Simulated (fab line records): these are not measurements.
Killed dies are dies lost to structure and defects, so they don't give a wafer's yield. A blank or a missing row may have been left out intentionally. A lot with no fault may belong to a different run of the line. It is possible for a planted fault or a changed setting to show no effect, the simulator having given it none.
fab line records    flow nandHarc
record: lots: 13  wafers: 39  lastDay: 33
route steps=1302 shown A_BLC@1128 A_M0@1145 END@1302
lots that met no fault: from a run of the same line without faults
startH: hours from the record's first day to the start of the lot's first wafer shown    waitH: how many hours have passed since the lot's step before this one    " unchanged from the row above    L1.1+2: several wafers, shown together as one row    - no value, or no start was given    * or withheld: withheld    < > ~ a bound
route shown NAME@n: a module of which the file shows steps, and the number in the route of the first    usual: average and standard deviation across the fault-free wafers    same: alike in all rows    chamber/n: place in a boat    sites: the reading at each site    _std_site: the standard deviation of these    _edge_site: mean of outer sites minus mean of inner sites    radiusMm: for every site, how far away it sits from the centre of the wafer    mask NAME#n: copy n    behind: tool/chamber where the wafer was last shaped    hold: cause of the lot's hold/its duration in hours/its outcome    device: transistor that didn't switch, given as n, p or np    end of line: tests run on the same wafers once the route is complete    for a step that has no rows: nothing shown but its recipe    killed: count of dies lost to structure and defects at first sort (not the wafer's yield)    map: a wafer's dies, marking killed ones x, the rest . and places with no die _
set.NAME: the setting that was run; set.NAME@STEP: the one run at that earlier step    model.NAME: the simulator's own value behind a step, which no gauge read
the route's steps for a sample of lots (tables are steps, rows are wafers)
services: from which hour (startH, from the record's first day; less than 0 if before it) a tool's chamber was out of use, for how many hours, and why
== steps ==
step: NHARC_A_BLC_DEGAS_30
recipe: tempC: 300  timeS: 60
usual: heaterPowerW: 459/44  susceptorTempC: 299.98/0.21
lot.wafer  tool           chamber  startH  waitH  heaterPowerW  susceptorTempC
L893.3     pvdSputter-02  -        528.80  -      526           299.95
L893.4     "              -        "       "      485           299.81
L893.1     "              -        "       "      457           299.90
L894.3     pvdSputter-01  -        537.05  -      399           299.88
L894.4     "              -        "       "      487           299.90
L894.2     "              -        "       "      477           299.99
L895.1     pvdSputter-01  -        547.97  -      413           300.03
L895.6     "              -        "       "      408           299.49
L895.5     "              -        "       "      476           299.93
L896.2     pvdSputter-03  -        550.42  -      453           300.08
L896.3     "              -        "       "      522           300.00
L896.4     "              -        "       "      473           300.21
L901.1     pvdSputter-02  -        596.33  -      459           300.04
L901.4     "              -        "       "      432           300.07
L901.5     "              -        "       "      486           300.02
L899.4     pvdSputter-03  -        597.46  -      450           299.73
L899.3     "              -        "       "      371           300.07
L899.5     "              -        "       "      448           300.02
L906.4     pvdSputter-02  -        664.29  -      430           300.08
L906.3     "              -        "       "      493           299.66
L906.6     "              -        "       "      418           299.95
L908.3     pvdSputter-03  -        688.66  -      383           300.33
L908.2     "              -        "       "      460           299.76
L908.1     "              -        "       "      532           299.98
L909.3     pvdSputter-01  -        692.59  -      416           300.25
L909.2     "              -        "       "      473           300.14
L909.6     "              -        "       "      408           300.02
L910.4     pvdSputter-01  -        708.67  -      464           300.06
L910.3     "              -        "       "      408           300.09
L910.5     "              -        "       "      481           299.88
L913.3     pvdSputter-01  -        724.43  -      410           300.02
L913.5     "              -        "       "      400           300.39
L913.6     "              -        "       "      414           299.96
L914.1     pvdSputter-01  -        737.71  -      482           -
L914.3     "              -        "       "      493           -
L914.5     "              -        "       "      414           -
L915.2     pvdSputter-01  -        751.92  -      403           299.92
L915.4     "              -        "       "      496           300.15
L915.3     "              -        "       "      392           299.95
step: NHARC_A_BLC_CVD_24
recipe: targetThkA: 1500  tempC: 300  pressureTorr: 40  wf6FlowSccm: 40  h2FlowSccm: 1600  arFlowSccm: 1560  timeS: 434  material: W
usual: heaterPowerOuterW: 247/16  heaterPowerW: 436/41  susceptorTempC: 299.98/0.19  throttleValvePct: 8.12/0.17
lot.wafer  tool     chamber  startH  waitH  heaterPowerOuterW  heaterPowerW  susceptorTempC  throttleValvePct
L893.1     cvdW-01  1        -       -      241                410           300.20          8.33
L893.3     "        1        "       "      239                409           299.92          8.26
L893.4     "        0        "       "      262                497           299.92          7.90
L894.2     cvdW-01  1        -       -      238                405           -               8.01
L894.4     "        1        "       "      241                422           -               8.44
L894.3     "        0        "       "      264                506           -               7.88
L895.1     cvdW-02  1        -       -      240                388           -               7.99
L895.5     "        1        "       "      239                392           -               8.30
L895.6     "        0        "       "      282                504           -               8.11
L896.2     cvdW-02  1        -       -      240                391           300.17          8.30
L896.3     "        0        "       "      287                498           299.95          8.36
L896.4     "        1        "       "      236                388           300.25          8.07
L901.1     cvdW-01  1        -       -      254                430           299.85          7.87
L901.4     "        1        "       "      243                415           299.85          8.14
L901.5     "        1        "       "      244                415           299.78          8.02
L899.4     cvdW-02  0        -       -      285                507           299.74          8.17
L899.3     "        1        "       "      244                396           300.00          8.15
L899.5     "        1        "       "      238                400           300.08          8.28
L906.4     cvdW-02  0        -       -      258                463           300.03          8.14
L906.3     "        1        "       "      219                381           300.03          8.14
L906.6     "        0        "       "      255                475           299.84          8.19
L908.2     cvdW-02  1        -       -      221                388           299.84          8.22
L908.1     "        0        "       "      260                470           299.65          8.24
L908.3     "        0        "       "      261                465           299.78          8.17
L909.2     cvdW-01  1        -       -      250                417           -               8.08
L909.3     "        1        "       "      249                418           -               8.28
L909.6     "        1        "       "      247                422           -               8.27
L910.3     cvdW-01  1        -       -      246                425           300.17          8.28
L910.4     "        1        "       "      248                425           299.99          8.25
L910.5     "        1        "       "      254                419           299.95          7.88
L913.3     cvdW-02  1        -       -      229                378           -               8.17
L913.6     "        0        "       "      266                459           -               8.14
L913.5     "        1        "       "      231                380           -               8.21
L914.1     cvdW-02  1        -       -      224                390           -               8.13
L914.3     "        1        "       "      225                397           -               8.32
L914.5     "        1        "       "      226                386           -               7.93
L915.2     cvdW-01  0        -       -      244                464           -               7.70
L915.3     "        1        "       "      237                421           -               8.11
L915.4     "        0        "       "      252                459           -               7.60
step: NHARC_A_BLC_INSPECT_28
usual: rawDefectCount: 505/120
lot.wafer  tool              chamber  startH  waitH  rawDefectCount
L893.1     defectInspect-02  -        530.21  0.1    376
L893.3     "                 -        "       "      439
L893.4     "                 -        "       "      386
L894.2     defectInspect-02  -        538.43  0.1    371
L894.3     "                 -        "       "      362
L894.4     "                 -        "       "      458
L895.1     defectInspect-01  -        549.34  0.1    511
L895.5     "                 -        "       "      388
L895.6     "                 -        "       "      471
L896.2     defectInspect-01  -        551.78  0.1    644
L896.3     "                 -        "       "      891
L896.4     "                 -        "       "      639
L901.1     defectInspect-01  -        597.72  0.1    598
L901.4     "                 -        "       "      510
L901.5     "                 -        "       "      711
L899.3     defectInspect-02  -        598.84  0.1    515
L899.4     "                 -        "       "      579
L899.5     "                 -        "       "      512
L906.3     defectInspect-02  -        665.71  0.1    433
L906.4     "                 -        "       "      382
L906.6     "                 -        "       "      768
L908.1     defectInspect-02  -        690.27  0.1    544
L908.2     "                 -        "       "      610
L908.3     "                 -        "       "      415
L909.2     defectInspect-01  -        693.94  0.1    506
L909.3     "                 -        "       "      543
L909.6     "                 -        "       "      642
L910.3     defectInspect-01  -        710.49  0.1    394
L910.4     "                 -        "       "      501
L910.5     "                 -        "       "      553
L913.3     defectInspect-02  -        725.79  0.1    535
L913.5     "                 -        "       "      459
L913.6     "                 -        "       "      568
L914.1     defectInspect-01  -        739.06  0.1    393
L914.3     "                 -        "       "      364
L914.5     "                 -        "       "      368
L915.2     defectInspect-01  -        753.34  0.1    495
L915.3     "                 -        "       "      421
L915.4     "                 -        "       "      341
step: NHARC_A_M0_PEB_07
recipe: pebTempC: 100  pebTimeS: 65
lot.wafer   tool           chamber  startH  waitH
L893.1+3+4  lithoTrack-04  0        530.91  0.1
L894.2+3+4  lithoTrack-04  0        539.12  0.1
L895.1+5+6  lithoTrack-04  0        550.29  0.1
L896.2+3+4  lithoTrack-01  0        552.48  0.1
L901.1+4+5  lithoTrack-01  0        598.54  0.1
L899.3+4+5  lithoTrack-01  0        599.66  0.0
L906.3+4+6  lithoTrack-06  0        666.40  0.0
L908.1+2+3  lithoTrack-06  0        691.09  0.1
L909.2+3+6  lithoTrack-04  0        694.76  0.1
L910.3+4+5  lithoTrack-06  0        711.20  0.0
L913.3+5+6  lithoTrack-04  0        726.61  0.0
L914.1+3+5  lithoTrack-04  0        739.75  0.1
L915.2+3+4  lithoTrack-01  0        754.30  0.1
step: NHARC_A_M0_CD_MEAS_09
recipe: targetCdNm: 80  landingEnergyEv: 500
usual: cdNm: 80.4/0.72
lot.wafer  tool      chamber  startH  waitH  cdNm
L893.1     cdSem-03  0        530.99  -      80.3
L893.3     "         0        "       "      80.8
L893.4     "         0        "       "      80.2
L894.2     cdSem-01  0        539.20  -      80.1
L894.3     "         0        "       "      81.0
L894.4     "         0        "       "      80.5
L895.1     cdSem-03  0        550.37  -      80.7
L895.5     "         0        "       "      80.0
L895.6     "         0        "       "      79.9
L896.2     cdSem-03  0        552.56  -      80.4
L896.3     "         0        "       "      79.9
L896.4     "         0        "       "      79.5
L901.1     cdSem-02  0        598.62  -      86.5
L901.4     "         0        "       "      85.8
L901.5     "         0        "       "      86.5
L899.3     cdSem-01  0        599.75  -      86.6
L899.4     "         0        "       "      85.8
L899.5     "         0        "       "      85.8
L906.3     cdSem-01  0        666.49  -      80.2
L906.4     "         0        "       "      81.1
L906.6     "         0        "       "      79.9
L908.1     cdSem-01  0        691.17  -      81.3
L908.2     "         0        "       "      81.2
L908.3     "         0        "       "      81.6
L909.2     cdSem-03  0        694.84  -      80.6
L909.3     "         0        "       "      81.2
L909.6     "         0        "       "      80.1
L910.3     cdSem-02  0        711.28  -      80.6
L910.4     "         0        "       "      82.4
L910.5     "         0        "       "      81.1
L913.3     cdSem-01  0        726.69  -      80.8
L913.5     "         0        "       "      80.2
L913.6     "         0        "       "      81.0
L914.1     cdSem-03  0        739.83  -      79.4
L914.3     "         0        "       "      79.1
L914.5     "         0        "       "      79.7
L915.2     cdSem-02  0        754.38  -      81.3
L915.3     "         0        "       "      80.1
L915.4     "         0        "       "      79.8
step: NHARC_END_SORT_01
recipe: tempC: 25
usual: defectLimitedYield: 91/3.2  killedAtArray: 55/22  killedAtOther: 0.9/1.2  killedAtPeriphery: 3.6/2.3  killedDies: 60/22  killedOpen: 3.2/1.9  killedShort: 2.5/1.6
same: grossDies: 677
lot.wafer  tool       chamber  startH  waitH  defectLimitedYield[%]  killedAtArray  killedAtOther  killedAtPeriphery  killedDies  killedOpen  killedShort
L895.1     prober-01  0        589.28  2.5    96                     23             0              5                  28          2           5
L895.5     prober-01  0        592.44  3.7    95                     26             1              10                 37          6           1
L895.6     prober-01  0        593.23  4.0    96                     22             1              3                  26          2           1
L901.1     prober-02  0        640.01  2.5    87                     81             0              4                  85          3           4
L901.5     prober-02  0        643.19  3.7    88                     75             0              4                  79          3           1
L899.3     prober-01  0        649.30  3.1    89                     71             2              3                  76          3           3
L899.5     prober-01  0        650.91  3.7    88                     74             1              3                  78          3           1
killed by level:class
L895.1 A_CHANNEL_HOLE_D2:chamberFilmFlake=10 A_CHANNEL_HOLE_D1:chamberFilmFlake=4 A_CONTACT:chamberFilmFlake=2 P_GATE:geometricParticle:open=1 P_M0:geometricParticle:short=1 A_ONON_D1:geometricParticle:short=1 A_CHANNEL_FILL_D1:geometricParticle:short=1 A_CHANNEL_FILL_D1:geometricParticle:open=1
L895.5 A_CHANNEL_HOLE_D2:chamberFilmFlake=9 P_GATE:chamberFilmFlake=7 A_STAIRCASE:chamberFilmFlake=4 A_ONON_D2:geometricParticle:open=3 A_BLC:chamberFilmFlake=2 A_ONON_D1:geometricParticle:short=1 A_CHANNEL_FILL_D2:geometricParticle:open=1 A_CONTACT:geometricParticle:open=1
L895.6 A_CHANNEL_HOLE_D2:chamberFilmFlake=8 A_CONTACT:chamberFilmFlake=3 A_STAIRCASE:chamberFilmFlake=2 A_SLIT:chamberFilmFlake=2 A_WL_FILL:chamberFilmFlake=2 P_M2:geometricParticle:open=1 A_DECK1_JOINT:geometricParticle:short=1 A_M0:geometricParticle:open=1
L901.1 A_CHANNEL_HOLE_D2:chamberFilmFlake=25 A_CHANNEL_HOLE_D1:chamberFilmFlake=22 A_SLIT:chamberFilmFlake=16 A_CONTACT:chamberFilmFlake=3 A_ONON_D1:geometricParticle:short=2 A_CHANNEL_FILL_D2:geometricParticle:open=2 P_M2:chamberFilmFlake=2 A_ZERO_WELL:chamberFilmFlake=2
L901.5 A_CHANNEL_HOLE_D1:chamberFilmFlake=23 A_SLIT:chamberFilmFlake=21 A_CHANNEL_HOLE_D2:chamberFilmFlake=19 A_CONTACT:chamberFilmFlake=6 A_WL_FILL:geometricParticle:open=2 P_ZERO_WELL:chamberFilmFlake=2 P_M0:geometricParticle:open=1 A_DECK1_JOINT:geometricParticle:short=1
L899.3 A_CHANNEL_HOLE_D1:chamberFilmFlake=28 A_CHANNEL_HOLE_D2:chamberFilmFlake=22 A_DECK1_JOINT:chamberFilmFlake=4 A_CONTACT:chamberFilmFlake=3 A_BONDPAD:chamberFilmFlake=3 P_ZERO_WELL:chamberFilmFlake=2 A_STAIRCASE:chamberFilmFlake=2 THIN_TSV:chamberFilmFlake=2
L899.5 A_CHANNEL_HOLE_D2:chamberFilmFlake=33 A_CHANNEL_HOLE_D1:chamberFilmFlake=28 A_CONTACT:chamberFilmFlake=3 A_M0:areaPeb=3 P_ZERO_WELL:chamberFilmFlake=2 A_STAIRCASE:chamberFilmFlake=2 A_BONDPAD:chamberFilmFlake=2 P_M1:geometricParticle:open=1
== services ==
tool           chamber  startH  hours  kind
lithoTrack-01  -        505.00  7.0    pm
pvdSputter-03  -        526.00  10.0   pm
lithoTrack-06  -        529.00  7.0    pm
cvdW-01        -        547.00  13.0   pm
lithoTrack-04  -        553.00  7.0    pm
pvdSputter-03  -        560.40  6.0    repair
pvdSputter-01  -        582.00  10.0   pm
cvdW-02        -        631.00  13.0   pm
cvdW-02        0        631.00  13.0   ventCycle
cvdW-02        1        631.00  13.0   ventCycle
pvdSputter-02  -        638.06  10.0   pm
lithoTrack-01  -        680.00  7.0    pm
pvdSputter-03  -        680.21  1.1    repair
pvdSputter-03  -        683.92  2.5    repair
lithoTrack-06  -        704.00  7.0    pm
pvdSputter-03  -        704.00  10.0   pm
cvdW-01        0        706.27  9.2    repair
pvdSputter-03  -        714.58  3.9    repair
cvdW-01        -        728.00  13.0   pm
lithoTrack-04  -        728.00  7.0    pm
pvdSputter-01  -        729.68  1.0    repair
cvdW-02        -        740.90  1.0    repair
pvdSputter-01  -        743.32  6.0    repair
pvdSputter-02  -        745.95  4.1    repair
== key ==
firstSign: step: NHARC_A_M0_CD_MEAS_09  reading: cdNm  direction: up  sigmas: 8  usual: 80.4  struck: 86.2
effect none on later readings
metAt NHARC_A_M0_PEB_07
struckLots L899,L901
notActingAt NHARC_A_BLC_DEGAS_30,NHARC_A_BLC_CVD_24,NHARC_A_BLC_INSPECT_28
onsetBetween 552.48 598.54
fault: kind: processParameterDrift  tool: lithoTrack-01  chamber: -  onsetH: 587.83  steps: NHARC_A_M0_PEB_07  channel: pebTimeS  offset: *  shape: step  endH: 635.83  actsIn: *  stated: *
